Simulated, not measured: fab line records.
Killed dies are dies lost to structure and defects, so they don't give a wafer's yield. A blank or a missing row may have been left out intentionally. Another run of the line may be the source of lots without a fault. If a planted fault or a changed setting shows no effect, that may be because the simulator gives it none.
Split-lot experiment || flow n5 finfet || 7 lots, 21 wafers read, on a route of 1938 steps

== SPLIT DETAILS ==
At N5_MIM_BOT_SPUTTER_00 (material TiN, target thk 35 nm, time 89.7 s), the setting time s was moved away from the recipe's 89.7 s on 7 of the 21 wafers read, by -11.8% to +13.6%. The other wafers ran this setting at the recipe's value.

The split's own step is where the reading is taken.

== THE READING ==
TiN_of_MIM_BOT_SPUTTER_00.thk nm (the simulator's own value, which no gauge read), in nm, at N5_MIM_BOT_SPUTTER_00 (material TiN, target thk 35 nm, time 89.7 s). The file does not state a usual value for it. Here, 14 wafers ran the recipe; their average is 35.0 nm with a standard deviation of 0.46 nm.

{"wafer": "L075.1", "tool, chamber at the split": "pvd sputter-02, -", "time s as run, s": 89.7, "against the recipe": "recipe", "TiN_of_MIM_BOT_SPUTTER_00.thk nm, nm": 35.2, "against lot-mates on the recipe": "-"}
{"wafer": "L075.3", "tool, chamber at the split": "pvd sputter-02, -", "time s as run, s": 89.7, "against the recipe": "recipe", "TiN_of_MIM_BOT_SPUTTER_00.thk nm, nm": 35.4, "against lot-mates on the recipe": "-"}
{"wafer": "L075.5", "tool, chamber at the split": "pvd sputter-02, -", "time s as run, s": 83.03, "against the recipe": "-7.4%", "TiN_of_MIM_BOT_SPUTTER_00.thk nm, nm": 33, "against lot-mates on the recipe": -2.3}
{"wafer": "L082.1", "tool, chamber at the split": "pvd sputter-01, -", "time s as run, s": 89.7, "against the recipe": "recipe", "TiN_of_MIM_BOT_SPUTTER_00.thk nm, nm": 35, "against lot-mates on the recipe": "-"}
{"wafer": "L082.2", "tool, chamber at the split": "pvd sputter-01, -", "time s as run, s": 89.7, "against the recipe": "recipe", "TiN_of_MIM_BOT_SPUTTER_00.thk nm, nm": 34.8, "against lot-mates on the recipe": "-"}
{"wafer": "L082.6", "tool, chamber at the split": "pvd sputter-01, -", "time s as run, s": 89.7, "against the recipe": "recipe", "TiN_of_MIM_BOT_SPUTTER_00.thk nm, nm": 35.2, "against lot-mates on the recipe": "-"}
{"wafer": "L083.1", "tool, chamber at the split": "pvd sputter-01, -", "time s as run, s": 101.9, "against the recipe": "+13.6%", "TiN_of_MIM_BOT_SPUTTER_00.thk nm, nm": 40.4, "against lot-mates on the recipe": "+5.0"}
{"wafer": "L083.3", "tool, chamber at the split": "pvd sputter-01, -", "time s as run, s": 89.7, "against the recipe": "recipe", "TiN_of_MIM_BOT_SPUTTER_00.thk nm, nm": 35.4, "against lot-mates on the recipe": "-"}
{"wafer": "L083.4", "tool, chamber at the split": "pvd sputter-01, -", "time s as run, s": 89.7, "against the recipe": "recipe", "TiN_of_MIM_BOT_SPUTTER_00.thk nm, nm": 35.4, "against lot-mates on the recipe": "-"}
{"wafer": "L087.1", "tool, chamber at the split": "pvd sputter-03, -", "time s as run, s": 89.7, "against the recipe": "recipe", "TiN_of_MIM_BOT_SPUTTER_00.thk nm, nm": 34, "against lot-mates on the recipe": "-"}
{"wafer": "L087.2", "tool, chamber at the split": "pvd sputter-03, -", "time s as run, s": 82.21, "against the recipe": "-8.4%", "TiN_of_MIM_BOT_SPUTTER_00.thk nm, nm": 32, "against lot-mates on the recipe": -2.0}
{"wafer": "L087.4", "tool, chamber at the split": "pvd sputter-03, -", "time s as run, s": 82.21, "against the recipe": "-8.4%", "TiN_of_MIM_BOT_SPUTTER_00.thk nm, nm": 31.8, "against lot-mates on the recipe": -2.2}
{"wafer": "L093.3", "tool, chamber at the split": "pvd sputter-01, -", "time s as run, s": 79.15, "against the recipe": "-11.8%", "TiN_of_MIM_BOT_SPUTTER_00.thk nm, nm": 30.6, "against lot-mates on the recipe": -4.1}
{"wafer": "L093.5", "tool, chamber at the split": "pvd sputter-01, -", "time s as run, s": 89.7, "against the recipe": "recipe", "TiN_of_MIM_BOT_SPUTTER_00.thk nm, nm": 35, "against lot-mates on the recipe": "-"}
{"wafer": "L093.6", "tool, chamber at the split": "pvd sputter-01, -", "time s as run, s": 89.7, "against the recipe": "recipe", "TiN_of_MIM_BOT_SPUTTER_00.thk nm, nm": 34.4, "against lot-mates on the recipe": "-"}
{"wafer": "L095.2", "tool, chamber at the split": "pvd sputter-01, -", "time s as run, s": 83.49, "against the recipe": "-6.9%", "TiN_of_MIM_BOT_SPUTTER_00.thk nm, nm": 32.4, "against lot-mates on the recipe": -2.0}
{"wafer": "L095.4", "tool, chamber at the split": "pvd sputter-01, -", "time s as run, s": 89.7, "against the recipe": "recipe", "TiN_of_MIM_BOT_SPUTTER_00.thk nm, nm": 34.4, "against lot-mates on the recipe": "-"}
{"wafer": "L095.6", "tool, chamber at the split": "pvd sputter-01, -", "time s as run, s": 83.49, "against the recipe": "-6.9%", "TiN_of_MIM_BOT_SPUTTER_00.thk nm, nm": 32.6, "against lot-mates on the recipe": -1.8}
{"wafer": "L096.1", "tool, chamber at the split": "pvd sputter-02, -", "time s as run, s": 89.7, "against the recipe": "recipe", "TiN_of_MIM_BOT_SPUTTER_00.thk nm, nm": 35, "against lot-mates on the recipe": "-"}
{"wafer": "L096.3", "tool, chamber at the split": "pvd sputter-02, -", "time s as run, s": 89.7, "against the recipe": "recipe", "TiN_of_MIM_BOT_SPUTTER_00.thk nm, nm": 35, "against lot-mates on the recipe": "-"}
{"wafer": "L096.6", "tool, chamber at the split": "pvd sputter-02, -", "time s as run, s": 89.7, "against the recipe": "recipe", "TiN_of_MIM_BOT_SPUTTER_00.thk nm, nm": 35.8, "against lot-mates on the recipe": "-"}

FIT RESULTS
A straight line over all 21 wafers: TiN_of_MIM_BOT_SPUTTER_00.thk nm changes by +0.372 nm for each +1% of time s; r = +0.98; the points scatter about the line by 0.44 nm.
The same after taking each lot's own level away (the mean of its wafers on the recipe; 21 wafers): +0.324 nm for each +1%; r = +0.98; scatter 0.32 nm.
According to that fit, moving time s by its largest amount changes the reading by 4.4 nm.
From 34.00 to 35.40 nm: that is the span of the lots' own levels, equal to 3.0 times the standard deviation above.
So the lot-to-lot level changes the slope: the two fits differ.
Check: for one of the wafers moved furthest among these (+13.6%), held out of the fit, the line's prediction against its lot-mates is +4.07 nm. Against them it came out at +5 nm.

== THE FILE'S OWN FIT ==
TiN_of_MIM_BOT_SPUTTER_00.thk nm changes by +0.331 nm for each +1% of time s, r = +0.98.
